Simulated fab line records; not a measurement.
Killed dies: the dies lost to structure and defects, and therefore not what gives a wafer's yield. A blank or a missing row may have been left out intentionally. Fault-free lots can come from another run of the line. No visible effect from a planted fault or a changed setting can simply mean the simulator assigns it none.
fab line records	flow n5_finfet
record: lots: 9	wafers: 27	last_day: 17
route steps=1938 shown MOL_CONTACT_COAG@551 BEOL_M4@1111 PASSIVATION@1936
lots that met no fault: from a run of the same line without faults
start_h: hours from the record's opening day to when the first of the lot's shown wafers began	wait_h: hours elapsed since this lot's preceding step	" identical to the entry in the row above	L1.1+2: several wafers, shown together as one row	- value missing, or start not given	* or withheld: withheld	< > ~ a bound
route shown NAME@n: a module of which the file shows steps, and the number in the route of the first	usual: mean and standard deviation over wafers with no fault	same: alike in all rows	chamber/n: place in a boat	sites: the reading at each site	_std_site: their standard deviation	_edge_site: outer sites' mean less inner sites'	radius_mm: for every site, how far away it sits from the centre of the wafer	mask NAME#n: copy n	behind: the most recent tool/chamber to have shaped the wafer	hold: cause of the lot's hold/its duration in hours/its outcome	device: which transistor (n, p or np) failed to switch	end of line: tests of these same wafers at the route's end	a step without rows: its recipe alone	killed: dies that structure and defects cost at the first sort, which is not the same as the wafer's yield	map: dies across one wafer; x = killed, . = not, _ = none there
set.NAME: the run value of the setting; set.NAME@STEP: its run value at that earlier step	model.NAME: the simulator's own value behind a step, which no gauge read
a sample of lots followed through the steps of the route, with each step as a table and each wafer as a row
services: from which hour (start_h, from the record's first day; less than 0 if before it) a tool's chamber was out of use, for how many hours, and why
== steps ==
step: N5_MOL_CONTACT_COAG_SPUTTER_130
recipe: material: Co	target_thk_a: 475	temp_c: 25	chamber_pressure_pa: 0.5	power_w: 3000
usual: throttle_valve_pct: 30.0/1.2
lot.wafer	tool	chamber	start_h	wait_h	throttle_valve_pct
L535.2	pvd_sputter-02	-	101.50	0.0	30.8
L535.4	"	-	"	"	28.7
L535.5	"	-	"	"	30.7
L536.1	pvd_sputter-02	-	106.62	0.0	30.7
L536.2	"	-	"	"	28.7
L536.3	"	-	"	"	28.7
L537.1	pvd_sputter-01	-	112.47	0.0	30.1
L537.2	"	-	"	"	31.9
L537.4	"	-	"	"	27.8
L541.1	pvd_sputter-03	-	138.62	0.0	29.5
L541.3	"	-	"	"	29.7
L541.6	"	-	"	"	29.8
L542.1	pvd_sputter-03	-	143.22	0.0	31.6
L542.3	"	-	"	"	29.7
L542.6	"	-	"	"	31.7
L543.3	pvd_sputter-01	-	148.36	0.0	30.1
L543.4	"	-	"	"	31.9
L543.6	"	-	"	"	27.7
L554.4	pvd_sputter-01	-	213.53	0.0	31.8
L554.5	"	-	"	"	31.7
L554.6	"	-	"	"	30.2
L555.1	pvd_sputter-02	-	222.18	0.0	31.1
L555.3	"	-	"	"	28.7
L555.6	"	-	"	"	28.6
L556.1	pvd_sputter-02	-	227.74	0.0	28.6
L556.5	"	-	"	"	30.5
L556.6	"	-	"	"	29.0
step: N5_MOL_CONTACT_COAG_CMP_23
recipe: stop_on: SiO2	t_overpolish_s: 1.5	post_cmp_clean: cu_alkaline	down_force_psi: 2	platen_rpm: 50.289	pad_velocity_m_s: 1.0006	target_thk_nm: 0
usual: motor_current_A: 8.3/0.77	overpolish_run_s: 1.499/0.0094	time_to_endpoint_s: 9.7/1.9
lot.wafer	tool	chamber	start_h	wait_h	motor_current_A	overpolish_run_s	time_to_endpoint_s
L535.2	cmp-03	3	101.76	0.1	8.5	1.493	8.2
L535.4	"	2	"	"	6.9	1.510	9.9
L535.5	"	0	"	"	9.0	1.519	7.2
L536.2	cmp-03	2	106.80	0.0	6.8	1.517	10.1
L536.1	"	3	"	"	8.3	1.519	10.1
L536.3	"	1	"	"	9.1	1.490	12.8
L537.1	cmp-04	2	112.65	0.0	7.6	1.496	6.4
L537.2	"	3	"	"	8.3	1.499	6.1
L537.4	"	1	"	"	9.4	1.490	7.5
L541.3	cmp-03	2	139.00	0.2	7.0	1.488	10.9
L541.1	"	3	"	"	8.3	1.477	9.7
L541.6	"	0	"	"	9.3	1.510	6.9
L542.3	cmp-01	2	143.40	0.0	7.9	1.507	10.2
L542.1	"	3	"	"	8.7	1.499	11.5
L542.6	"	2	"	"	7.5	1.523	13.0
L543.3	cmp-04	2	148.58	0.1	7.8	1.495	11.8
L543.4	"	3	"	"	8.4	1.490	8.8
L543.6	"	1	"	"	9.9	1.502	10.7
L554.4	cmp-03	3	213.83	0.1	8.4	1.494	10.2
L554.5	"	0	"	"	8.7	1.496	7.8
L554.6	"	1	"	"	9.6	1.492	11.9
L555.3	cmp-03	3	222.40	0.1	8.0	1.505	10.6
L555.1	"	1	"	"	8.3	1.508	12.1
L555.6	"	3	"	"	8.2	1.522	9.4
L556.1	cmp-04	1	227.96	0.1	10.0	1.497	11.3
L556.6	"	0	"	"	8.0	1.489	9.6
L556.5	"	1	"	"	9.2	1.484	10.6
step: N5_MOL_CONTACT_COAG_VIA_ETCH_46
recipe: chemistry: C4F6/O2	target_depth_a: 460	overetch_a: 92	mask_material: SOC	target: SiO2	bias_w: 455	pressure_mtorr: 10	time_s: 40	source_w: 325	Ar_flow_sccm: 300	C4F6_flow_sccm: 10	O2_flow_sccm: 10	ion_energy_ev: 575.3	ends: end_point
usual: C4F6_flow_sccm: 9.999/0.029	bias_w: 455.0/1.4	drypump_motor_current_A: 5.9/0.39	oes_ar_750_au: 0.80/0.099	oes_product_au: 0.72/0.09	rf_vpp_V: 1591/31	showerhead_plenum_p_Torr: 2.85/0.095	throttle_valve_pct: 40.9/0.42
lot.wafer	tool	chamber	start_h	wait_h	C4F6_flow_sccm	bias_w	drypump_motor_current_A	oes_ar_750_au	oes_product_au	rf_hours_counter_h	rf_vpp_V	showerhead_plenum_p_Torr	throttle_valve_pct
L535.2	rie_diel-04	3	106.74	0.0	9.984	456.0	6.0	0.71	0.64	198	1577	2.94	41.6
L535.4	"	1	"	"	10.015	457.4	6.4	0.95	0.86	8	1618	3.00	40.9
L535.5	"	0	"	"	9.982	453.9	5.7	0.68	0.62	-	1613	2.80	41.1
L536.1	rie_diel-03	3	110.99	0.0	10.006	456.5	6.3	0.72	0.64	197	1510	2.81	41.1
L536.2	"	0	"	"	9.957	452.9	5.8	0.89	0.80	16	1586	2.80	41.1
L536.3	"	2	"	"	10.042	454.3	6.6	0.87	0.79	25	1620	2.80	41.1
L537.1	rie_diel-04	2	116.89	0.0	9.990	455.6	5.9	0.69	0.61	222	1579	2.71	40.7
L537.2	"	1	"	"	10.059	455.7	6.4	0.94	0.83	11	1618	3.00	40.9
L537.4	"	0	"	"	10.042	455.1	5.7	0.68	0.61	250	1612	2.79	41.1
L541.1	rie_diel-03	3	143.21	0.0	9.972	454.7	6.3	0.72	0.63	208	1511	2.81	41.1
L541.3	"	0	"	"	10.032	455.8	5.8	0.87	0.78	27	1587	2.80	41.0
L541.6	"	2	"	"	9.976	455.4	6.6	0.85	0.77	-	1619	2.79	41.1
L542.1	rie_diel-04	3	148.48	0.0	9.983	514.5	6.0	0.70	0.63	214	1724	2.93	41.6
L542.3	"	0	"	"	9.985	454.8	5.7	0.97	0.87	4	1613	2.79	41.4
L542.6	"	2	"	"	9.994	454.2	5.9	0.67	0.62	-	1577	2.71	40.8
L543.3	rie_diel-04	3	153.27	0.0	9.989	514.3	6.0	0.70	0.64	215	1725	2.93	41.6
L543.4	"	2	"	"	10.031	454.9	5.9	0.67	0.61	238	1577	2.71	40.8
L543.6	"	2	"	"	10.027	454.1	5.9	0.67	0.62	-	1577	2.71	40.8
L554.4	rie_diel-05	2	218.11	0.0	9.965	456.5	5.2	0.78	0.70	125	1574	2.74	40.6
L554.5	"	0	"	"	10.009	455.0	5.5	0.84	0.76	-	1624	2.91	40.8
L554.6	"	1	"	"	9.999	452.4	5.8	0.88	0.79	-	1559	2.78	40.4
L555.1	rie_diel-05	1	228.05	0.0	10.014	454.2	5.8	0.87	0.79	37	1560	2.78	40.4
L555.3	"	2	"	"	9.975	456.2	5.2	0.77	0.70	129	1574	2.74	40.6
L555.6	"	2	"	"	10.025	454.9	5.2	0.77	0.70	-	1575	2.74	40.6
L556.1	rie_diel-05	3	232.13	0.0	9.994	453.6	5.6	0.72	0.63	216	1639	2.90	40.3
L556.5	"	2	"	"	10.022	455.4	5.2	0.78	0.70	-	1576	2.74	40.6
L556.6	"	3	"	"	9.993	457.4	5.6	0.71	0.63	-	1638	2.90	40.3
step: N5_MOL_CONTACT_COAG_ETCH_47
recipe: chemistry: CH3F/O2	target: SiNx	target_depth_a: 270	mask_material: SiO2	stop_on: W	over_etch_frac: 0.2	ion_energy_ev: 120	endpoint: OES-CN	pressure_mtorr: 30	source_w: 395	bias_w: 73	Ar_flow_sccm: 150	CH3F_flow_sccm: 30	O2_flow_sccm: 20	ends: end_point
usual: bias_w: 73.02/0.22	drypump_motor_current_A: 5.8/0.39	etch_rf_on_time_s: 31.2/0.7	oes_ar_750_au: 0.80/0.099	oes_product_au: 0.72/0.091	rf_vpp_V: 298/6.4	showerhead_plenum_p_Torr: 2.01/0.071	throttle_valve_pct: 16.33/0.26
same: over_etch_frac: 0.2
lot.wafer	tool	chamber	start_h	wait_h	bias_w	drypump_motor_current_A	etch_rf_on_time_s	oes_ar_750_au	oes_product_au	rf_hours_counter_h	rf_vpp_V	showerhead_plenum_p_Torr	throttle_valve_pct
L535.2	rie_diel-04	3	106.84	0.0	72.74	6.0	31.4	0.70	0.64	198	295	2.07	16.69
L535.4	"	1	"	"	73.01	6.4	31.1	0.95	0.84	8	303	2.12	16.35
L535.5	"	0	"	"	73.21	5.7	31.5	0.68	0.61	-	303	1.97	16.78
L536.1	rie_diel-03	3	111.10	0.0	73.02	6.3	30.7	0.73	0.65	197	280	1.98	16.42
L536.2	"	0	"	"	73.14	5.8	30.1	0.90	0.83	16	297	1.97	16.30
L536.3	"	2	"	"	73.00	6.6	30.6	0.87	0.80	26	304	1.97	16.09
L537.1	rie_diel-04	2	117.00	0.0	73.05	5.9	31.4	0.68	0.61	222	295	1.91	16.33
L537.2	"	1	"	"	72.99	6.4	30.8	0.93	0.84	11	303	2.12	16.33
L537.4	"	0	"	"	72.93	5.7	31.0	0.68	0.61	250	301	1.97	16.78
L541.1	rie_diel-03	3	143.32	0.0	73.25	6.3	30.6	0.71	0.63	208	283	1.98	16.44
L541.3	"	0	"	"	72.88	5.8	30.5	0.88	0.80	27	297	1.97	16.31
L541.6	"	2	"	"	73.11	6.6	31.0	0.85	0.78	-	303	1.96	16.10
L542.1	rie_diel-04	3	148.59	0.0	72.96	5.9	31.1	0.70	0.63	214	297	2.07	16.73
L542.3	"	0	"	"	73.06	5.7	29.8	0.96	0.88	4	304	1.97	16.35
L542.6	"	2	"	"	72.96	5.9	31.2	0.67	0.60	-	295	1.90	16.38
L543.3	rie_diel-04	3	153.38	0.0	73.01	5.9	31.6	0.69	0.64	215	295	2.07	16.72
L543.4	"	2	"	"	73.23	5.9	32.0	0.68	0.59	238	296	1.90	16.38
L543.6	"	2	"	"	73.13	5.9	31.6	0.67	0.60	-	296	1.90	16.38
L554.4	rie_diel-05	2	218.22	0.0	73.05	5.2	32.2	0.78	0.69	125	295	1.93	16.02
L554.5	"	0	"	"	73.24	5.5	30.3	0.85	0.76	-	305	2.05	15.94
L554.6	"	1	"	"	73.03	5.8	32.7	0.87	0.78	-	293	1.96	16.28
L555.1	rie_diel-05	1	228.16	0.0	73.19	5.8	32.3	0.87	0.77	37	292	1.95	16.29
L555.3	"	2	"	"	73.17	5.2	31.9	0.77	0.68	129	294	1.93	16.05
L555.6	"	2	"	"	72.79	5.2	32.2	0.77	0.68	-	296	1.93	16.04
L556.1	rie_diel-05	3	232.23	0.0	72.48	5.6	31.4	0.71	0.64	216	307	2.05	16.50
L556.5	"	2	"	"	73.16	5.2	32.5	0.77	0.68	-	295	1.93	16.04
L556.6	"	3	"	"	73.33	5.6	31.2	0.70	0.63	-	308	2.05	16.49
step: N5_BEOL_M4_RC_MEAS_101
usual: DIBL_N: 36.3/1.7	DIBL_P: 36.3/2.2	IOFF_N: 0.16/0.034	IOFF_P: 0.21/0.038	ION_N: 673/13	ION_P: 461/8.3	SS_N: 71.5/0.55	SS_P: 73.3/0.67	VT_N: 250/3.4	VT_P: -251/3.5
lot.wafer	tool	chamber	start_h	wait_h	DIBL_N[mV/V]	DIBL_P[mV/V]	IOFF_N[nA/um]	IOFF_P[nA/um]	ION_N[uA/um]	ION_P[uA/um]	SS_N[mV/dec]	SS_P[mV/dec]	VT_N[mV]	VT_P[mV]
L535.2	prober-02	0	160.47	0.2	35.6	36.5	0.16	0.20	665	456	71.5	73.2	252	-252
L535.4	"	0	"	"	34.8	34.9	0.14	0.18	658	449	71.5	73.5	253	-255
L535.5	"	0	"	"	33.3	33.0	0.12	0.16	651	456	70.5	72.3	257	-254
L536.1	prober-01	0	177.92	0.0	35.3	34.0	0.15	0.18	665	454	70.9	73.4	249	-251
L536.2	"	0	"	"	33.9	32.8	0.12	0.17	644	446	70.8	73.3	253	-253
L536.3	"	0	"	"	35.4	35.6	0.15	0.21	660	456	71.4	73.8	253	-249
L537.1	prober-02	0	187.30	0.0	33.0	31.4	0.10	0.14	658	456	71.1	71.6	256	-255
L537.2	"	0	"	"	35.9	35.7	0.15	0.19	667	461	71.4	73.1	253	-254
L537.4	"	0	"	"	35.8	35.9	0.14	0.20	672	464	71.2	73.4	252	-253
L542.1	prober-01	0	210.59	0.0	37.0	39.3	0.16	0.25	656	464	71.9	73.5	251	-247
L542.3	"	0	"	"	37.0	39.2	0.16	0.23	679	465	72.1	73.6	251	-251
L542.6	"	0	"	"	36.8	38.2	0.15	0.23	663	462	71.5	74.0	250	-246
L541.1	prober-02	0	211.15	0.0	36.0	35.6	0.16	0.21	667	458	71.7	72.8	248	-249
L541.3	"	0	"	"	35.1	34.5	0.14	0.20	672	453	71.5	72.4	248	-251
L541.6	"	0	"	"	37.5	37.1	0.20	0.24	686	462	71.5	72.8	245	-249
L543.3	prober-01	0	213.62	0.3	39.5	39.5	0.22	0.33	698	484	72.3	74.4	248	-241
L543.4	"	0	"	"	35.5	35.5	0.15	0.23	680	472	71.4	73.7	248	-245
L543.6	"	0	"	"	36.1	35.8	0.15	0.22	677	468	72.1	73.2	253	-247
L554.4	prober-02	0	287.43	0.5	39.4	39.6	0.22	0.27	699	475	71.7	73.7	244	-247
L554.5	"	0	"	"	35.8	34.8	0.13	0.18	669	462	71.5	72.2	255	-251
L554.6	"	0	"	"	37.2	37.5	0.18	0.23	688	471	71.2	74.1	248	-250
L555.1	prober-01	0	290.26	0.0	35.2	35.0	0.12	0.20	673	474	71.0	72.3	252	-250
L555.3	"	0	"	"	39.5	41.1	0.22	0.32	702	489	71.9	74.4	244	-243
L555.6	"	0	"	"	39.0	38.8	0.19	0.28	686	479	71.5	73.7	246	-244
L556.1	prober-02	0	293.52	0.0	36.2	34.5	0.15	0.20	660	455	72.0	73.7	249	-250
L556.5	"	0	"	"	34.7	33.2	0.13	0.17	667	455	70.9	73.3	250	-255
L556.6	"	0	"	"	35.2	33.5	0.14	0.18	661	450	71.3	73.4	251	-251
step: N5_PASSIVATION_PROBE_49
usual: defect_limited_yield: 91.4/1.6	killed_at_M0_to_M3: 34/10	killed_at_M4_up: 12/4.8	killed_at_contacts: 11/6.2	killed_at_front_end: 39/13	killed_at_other: 4/3.1	killed_dies: 101/19	killed_open: 67/14	killed_short: 32/8.3	sort_bin_5_function: 5.0/1	sort_bin_6_memory: 3.2/0.76	sort_bin_8_speed: 0.00/0.026	sort_n_pass: 1079/19
same: gross_dies: 1180	killed_at_back_side: 0	sort_bin_4_leakage[%]: 0
lot.wafer	tool	chamber	start_h	wait_h	defect_limited_yield[%]	killed_at_M0_to_M3	killed_at_M4_up	killed_at_contacts	killed_at_front_end	killed_at_other	killed_dies	killed_open	killed_short	sort_bin_5_function[%]	sort_bin_6_memory[%]	sort_bin_8_speed[%]	sort_n_pass
L535.2	prober-01	-	250.43	0.1	92.2	30	13	5	43	1	92	68	24	5.3	2.0	0	1088
L535.4	prober-01	-	250.53	0.2	92.3	29	17	5	39	1	91	61	26	5.3	2.0	0	1089
L535.5	prober-01	-	250.58	0.2	93.3	30	8	9	30	2	79	52	27	3.6	2.5	0	1101
L536.1	prober-01	-	277.61	0.0	93.6	25	10	13	27	1	76	52	21	2.8	3.4	0	1104
L536.2	prober-01	-	277.66	0.1	93.4	32	10	9	23	4	78	49	26	3.8	2.4	0.25	1099
L536.3	prober-01	-	277.71	0.1	91.6	26	13	10	42	8	99	68	28	5.5	2.5	0	1081
L537.1	prober-01	-	292.29	0.0	92.3	37	17	4	30	3	91	59	32	5.0	2.6	0	1089
L537.2	prober-01	-	292.34	0.1	92.4	30	9	11	32	8	90	56	32	4.5	2.6	0	1090
L537.4	prober-01	-	292.44	0.2	91.7	19	17	9	38	15	98	54	39	4.8	2.7	0	1082
L541.1	prober-01	-	311.26	0.0	90.8	44	8	11	35	10	108	64	44	5.5	3.5	0	1072
L541.3	prober-01	-	311.36	0.1	91.6	42	7	5	39	6	99	45	51	4.6	2.9	0	1081
L541.6	prober-01	-	311.51	0.3	90.3	48	18	6	36	6	114	68	44	6.0	3.1	0	1066
L542.1	prober-01	-	320.94	0.0	92.5	33	13	13	26	4	89	60	28	5.2	2.4	0	1091
L542.3	prober-01	-	321.04	0.1	92.0	35	6	13	33	7	94	59	34	3.8	4.0	0	1086
L542.6	prober-01	-	321.19	0.3	91.8	46	7	13	30	1	97	64	33	4.7	3.4	0	1083
killed by level:class
L535.2 STI_FIN_REVEAL:geometric_particle:open=12 FIN_SAQP:geometric_particle:open=11 BEOL_M1:geometric_particle:open=11 BEOL_M4:geometric_particle:open=9 FIN_SAQP:geometric_particle:short=8 BEOL_M3:geometric_particle:open=7 BEOL_M0_SAQP:geometric_particle:short=4 MOL_CONTACT_COAG:geometric_particle:open=3
L535.4 STI_FIN_REVEAL:geometric_particle:open=7 BEOL_M3:geometric_particle:open=7 BEOL_M0_SAQP:geometric_particle:short=6 BEOL_M1:geometric_particle:open=6 BEOL_M4:geometric_particle:open=6 BEOL_M2:geometric_particle:open=5 FIN_SAQP:geometric_particle:open=4 GATE_CUT:geometric_particle:short=4
L535.5 BEOL_M3:geometric_particle:open=12 FIN_SAQP:geometric_particle:short=6 FIN_SAQP:geometric_particle:open=5 MOL_CONTACT_COAG:geometric_particle:open=5 BEOL_M0_SAQP:geometric_particle:open=5 BEOL_M1:geometric_particle:open=5 DUMMY_GATE:geometric_particle:short=4 MOL_CONTACT_COAG:geometric_particle:short=4
L536.1 MOL_CONTACT_COAG:geometric_particle:open=13 BEOL_M0_SAQP:geometric_particle:short=8 GATE_CUT:geometric_particle:short=6 BEOL_M1:geometric_particle:open=6 BEOL_M0_SAQP:geometric_particle:open=5 STARTING-WAFER:geometric_particle:open=5 DUMMY_GATE:geometric_particle:open=4 GATE_CUT:geometric_particle:open=4
L536.2 BEOL_M0_SAQP:geometric_particle:short=9 MOL_CONTACT_COAG:geometric_particle:open=8 BEOL_M1:geometric_particle:open=5 STI_FIN_REVEAL:geometric_particle:open=4 BEOL_M0_SAQP:geometric_particle:open=4 BEOL_M3:geometric_particle:open=4 FIN_SAQP:geometric_particle:open=3 DUMMY_GATE:geometric_particle:open=3
L536.3 STI_FIN_REVEAL:geometric_particle:open=16 MOL_CONTACT_COAG:geometric_particle:open=8 BEOL_M0_SAQP:geometric_particle:open=8 DUMMY_GATE:geometric_particle:open=6 BEOL_M0_SAQP:geometric_particle:short=6 BEOL_M1:geometric_particle:open=5 FIN_SAQP:geometric_particle:open=4 FIN_SAQP:geometric_particle:short=4
L537.1 BEOL_M3:geometric_particle:open=11 FIN_SAQP:geometric_particle:short=8 STI_FIN_REVEAL:geometric_particle:open=6 BEOL_M0_SAQP:geometric_particle:open=6 BEOL_M0_SAQP:geometric_particle:short=6 BEOL_M2:geometric_particle:open=6 BEOL_M4:geometric_particle:open=6 MOL_CONTACT_COAG:geometric_particle:open=4
L537.2 FIN_SAQP:geometric_particle:short=13 MOL_CONTACT_COAG:geometric_particle:open=10 STI_FIN_REVEAL:geometric_particle:open=8 BEOL_M2:geometric_particle:open=8 BEOL_M3:geometric_particle:open=7 BEOL_M0_SAQP:geometric_particle:open=5 BEOL_M0_SAQP:geometric_particle:short=5 BEOL_M1:geometric_particle:open=4
L537.4 FIN_SAQP:geometric_particle:short=9 MOL_CONTACT_COAG:geometric_particle:open=8 BEOL_M0_SAQP:geometric_particle:short=7 BEOL_M4:geometric_particle:open=7 STI_FIN_REVEAL:geometric_particle:open=6 PASS1_CAP:geometric_particle:short=6 DUMMY_GATE:geometric_particle:open=4 STARTING-WAFER:geometric_particle:short=4
L541.1 STI_FIN_REVEAL:geometric_particle:open=14 BEOL_M0_SAQP:geometric_particle:open=13 BEOL_M0_SAQP:geometric_particle:short=12 FIN_SAQP:geometric_particle:short=11 MOL_CONTACT_COAG:geometric_particle:open=8 FIN_SAQP:geometric_particle:open=5 BEOL_M0:geometric_particle:open=4 BEOL_M1:geometric_particle:open=4
L541.3 BEOL_M0_SAQP:geometric_particle:short=17 FIN_SAQP:geometric_particle:short=11 BEOL_M0_SAQP:geometric_particle:open=10 STI_FIN_REVEAL:geometric_particle:open=7 MOL_CONTACT_COAG:geometric_particle:open=4 STARTING-WAFER:geometric_particle:short=4 BEOL_M2:geometric_particle:open=3 DUMMY_GATE:geometric_particle:short=3
L541.6 BEOL_M0_SAQP:geometric_particle:open=18 BEOL_M0_SAQP:geometric_particle:short=16 GATE_CUT:geometric_particle:short=8 FIN_SAQP:geometric_particle:open=6 BEOL_M4:geometric_particle:open=6 MOL_CONTACT_COAG:geometric_particle:open=5 FIN_SAQP:geometric_particle:short=4 GATE_CUT:geometric_particle:open=4
L542.1 FIN_SAQP:geometric_particle:open=12 MOL_CONTACT_COAG:geometric_particle:open=11 BEOL_M0:geometric_particle:open=6 BEOL_M1:geometric_particle:open=6 BEOL_M3:geometric_particle:short=6 FIN_SAQP:geometric_particle:short=4 GATE_CUT:geometric_particle:open=4 BEOL_M0_SAQP:geometric_particle:open=4
L542.3 MOL_CONTACT_COAG:geometric_particle:open=11 BEOL_M1:geometric_particle:open=11 BEOL_M2:geometric_particle:open=10 FIN_SAQP:geometric_particle:open=5 STI_FIN_REVEAL:geometric_particle:open=5 ILD0:geometric_particle:short=5 GATE_CUT:geometric_particle:short=4 DUMMY_GATE:geometric_particle:short=3
L542.6 BEOL_M2:geometric_particle:open=13 MOL_CONTACT_COAG:geometric_particle:open=11 BEOL_M0_SAQP:geometric_particle:open=9 BEOL_M1:geometric_particle:open=8 BEOL_M0_SAQP:geometric_particle:short=7 FIN_SAQP:geometric_particle:short=6 STARTING-WAFER:geometric_particle:short=6 STI_FIN_REVEAL:geometric_particle:open=4
== services ==
tool	chamber	start_h	hours	kind
pvd_sputter-03	-	91.66	3.1	repair
rie_diel-04	0	96.43	3.4	repair
cmp-01	-	101.17	8.2	repair
pvd_sputter-01	-	109.58	0.8	repair
rie_diel-04	0	118.61	-	clean
rie_diel-04	0	118.61	-	consumable_replace:focus_ring
rie_diel-04	0	118.61	15.0	scheduled_down
rie_diel-04	0	118.61	15.0	vent_cycle
cmp-01	-	120.30	5.6	pm
cmp-04	-	131.63	1.2	repair
pvd_sputter-03	-	143.41	1.6	repair
rie_diel-03	0	151.36	2.6	repair
cmp-04	-	161.29	6.6	pm
cmp-01	-	165.57	4.9	repair
cmp-04	-	172.14	2.8	repair
rie_diel-04	3	172.52	3.1	repair
cmp-03	-	174.24	0.8	repair
rie_diel-04	2	184.78	-	clean
rie_diel-04	2	184.78	-	consumable_replace:focus_ring
rie_diel-04	2	184.78	-	consumable_replace:showerhead
rie_diel-04	2	184.78	21.2	scheduled_down
rie_diel-04	2	184.78	21.2	vent_cycle
cmp-04	-	198.57	4.0	pm
cmp-01	-	209.63	6.6	repair
== key ==
first_sign: step: N5_MOL_CONTACT_COAG_VIA_ETCH_46	reading: bias_w	direction: up	sigmas: 44	usual: *	struck: *
effect: step: N5_MOL_CONTACT_COAG_VIA_ETCH_46	reading: rf_vpp_V	direction: up	sigmas: 4.2	usual: 1591	struck: 1724
met_at N5_MOL_CONTACT_COAG_VIA_ETCH_46
struck_lots L542,L543
struck_wafers L542.1,L543.3
not_acting_at N5_MOL_CONTACT_COAG_SPUTTER_130,N5_MOL_CONTACT_COAG_CMP_23,N5_MOL_CONTACT_COAG_ETCH_47
onset_between 106.74 148.48
fault: kind: process_parameter_drift	tool: rie_diel-04	chamber: 3	onset_h: 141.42	steps: N5_MOL_CONTACT_COAG_VIA_ETCH_46	channel: bias_w	offset: *	shape: step	end_h: 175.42	acts_in: *	stated: *
